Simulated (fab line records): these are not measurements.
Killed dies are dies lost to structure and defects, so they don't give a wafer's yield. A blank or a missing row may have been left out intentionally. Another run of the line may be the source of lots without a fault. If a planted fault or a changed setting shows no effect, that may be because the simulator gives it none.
Lot-split experiment -- flow n5_finfet -- 7 lots, 39 wafers read, on a route of 1938 steps

== THE SPLIT ITSELF ==
At N5_BEOL_M15_ILD_DEP_00 (deposits SiO2 from TEOS/O2, target thk 1629.3 nm, time 346.1 s), the setting target_thk_a was moved away from the recipe's 16293 angstrom on 9 of the 39 wafers read, by -49.4% to +44.7%. For the rest of the wafers, this setting stayed at what the recipe calls for.

No step appears in the file between the split and the reading.

== THE READING ==
Values of M15_ILD_THK in nm from N5_BEOL_M15_THK_MEAS_01. Fault-free wafers of this fab line usually give 1630 nm, standard deviation 23 nm.

wafer,"tool, chamber at the split","target_thk_a as run, angstrom",against the recipe,"M15_ILD_THK, nm",against lot-mates on the recipe
L077.1,"pecvd-03, 0",23570,+44.7%,2337,+705
L077.2,"pecvd-03, 1",16293,recipe,1597,-
L077.3,"pecvd-03, 2",23570,+44.7%,2347,+715
L077.4,"pecvd-03, 2",16293,recipe,1652,-
L077.5,"pecvd-03, 0",23570,+44.7%,2369,+737
L077.6,"pecvd-03, 1",16293,recipe,1647,-
L080.1,"pecvd-02, 1",16293,recipe,1605,-
L080.2,"pecvd-02, 2",16293,recipe,1605,-
L080.3,"pecvd-02, 0",16293,recipe,1627,-
L080.4,"pecvd-02, 0",16293,recipe,1667,-
L080.5,"pecvd-02, 2",16293,recipe,1640,-
L080.6,"pecvd-02, 1",16293,recipe,1637,-
L086.1,"pecvd-01, 2",16293,recipe,1634,-
L086.2,"pecvd-01, 1",16293,recipe,1628,-
L086.3,"pecvd-01, 0",8239,-49.4%,805,-833
L086.4,"pecvd-01, 1",8239,-49.4%,855,-783
L086.5,"pecvd-01, 0",8239,-49.4%,818,-820
L086.6,"pecvd-01, 2",16293,recipe,1652,-
L089.1,"pecvd-03, 0",18990,+16.6%,1897,+261
L089.2,"pecvd-03, 2,0",18990,+16.6%,1903,+267
L089.3,"pecvd-03, 1",16293,recipe,1603,-
L089.4,"pecvd-03, 1",16293,recipe,1646,-
L089.5,"pecvd-03, 2",16293,recipe,1658,-
L089.6,"pecvd-03, 2,0",18990,+16.6%,1905,+269
L088.1,"pecvd-03, 2",16293,recipe,1608,-
L088.2,"pecvd-03, 1",16293,recipe,1590,-
L088.3,"pecvd-03, 0",16293,recipe,1597,-
L088.4,"pecvd-03, 2",16293,recipe,1668,-
L088.5,"pecvd-03, 0",16293,recipe,1641,-
L088.6,"pecvd-03, 1",16293,recipe,1622,-
L093.1,"pecvd-02, 1,0",16293,recipe,1620,-
L093.2,"pecvd-02, 2",16293,recipe,1620,-
L093.3,"pecvd-02, 1,0",16293,recipe,1615,-
L093.4,"pecvd-02, 1,2",16293,recipe,1629,-
L093.5,"pecvd-02, 1,2",16293,recipe,1628,-
L093.6,"pecvd-02, 0",16293,recipe,1647,-
L095.1,"pecvd-01, 2",16293,recipe,1630,-
L095.4,"pecvd-01, 0",16293,recipe,1624,-
L095.5,"pecvd-01, 2",16293,recipe,1649,-
Rows listing several chambers each stand for several wafers; the file does not say which wafer went through which chamber.

THE FIT
A straight line over all 39 wafers: M15_ILD_THK changes by +16.2 nm for each +1% of target_thk_a; r = +1.00; the points scatter about the line by 20 nm.
The same after taking each lot's own level away (the mean of its wafers on the recipe; 39 wafers): +16.3 nm for each +1%; r = +1.00; scatter 20 nm.
That fit puts the effect of the largest move of target_thk_a on the reading at 8e+02 nm.
Measured against the standard deviation above, the lots' own levels, which go from 1621.0 to 1638.0 nm, span 0.7 times it.
Consequently the slope shifts little with the lot-to-lot level, the two slopes agreeing.
Check: -799 nm against its lot-mates is what the line predicts for one of the wafers moved furthest among these (-49.4%) when that wafer is left out of the fit. Against them it came out at -833 nm.

== ADDITIONAL SPLITS CARRIED BY THESE WAFERS ==
These wafers also went through other splits before the reading. Each is held against what the fit with the lots' levels taken away leaves over:
other split on the same wafers,wafers away from the commonest value,r with M15_ILD_THK (lot level and that fit taken away)
N5_BEOL_M10_TRENCH_ETCH_37 target_depth_a,15,+0.12

== THE WHOLE CHAIN: every reading that the file lists as answering this split, in the file's order ==
step,what it does,reading,change (the file's fit),r (the file's)
N5_BEOL_M15_ILD_DEP_00,"deposits SiO2 from TEOS/O2, target thk 1629.3 nm, time 346.1 s","SiO2_of_BEOL_M15_ILD_DEP_00.thk_nm (the simulator's own value, which no gauge read)",+16.3 nm for each +1% of the setting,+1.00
N5_BEOL_M15_THK_MEAS_01,,M15_ILD_THK,+16.3 for each +1% of the setting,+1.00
N5_BEOL_M15_VIA_ETCH_16,"etches SiO2 in C4F8/O2/Ar, target depth 1792.2 nm","etch.depth_nm (the simulator's own value, which no gauge read)",+16.3 nm for each +1% of the setting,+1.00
N5_BEOL_M15_VIA_ETCH_16,"etches SiO2 in C4F8/O2/Ar, target depth 1792.2 nm","coat_of_BEOL_M15_COAT_04.thk_nm (the simulator's own value, which no gauge read)",-3.86 nm for each +1% of the setting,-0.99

== FILE'S OWN FIT ==
M15_ILD_THK changes by +16.3 nm for each +1% of target_thk_a, r = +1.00.
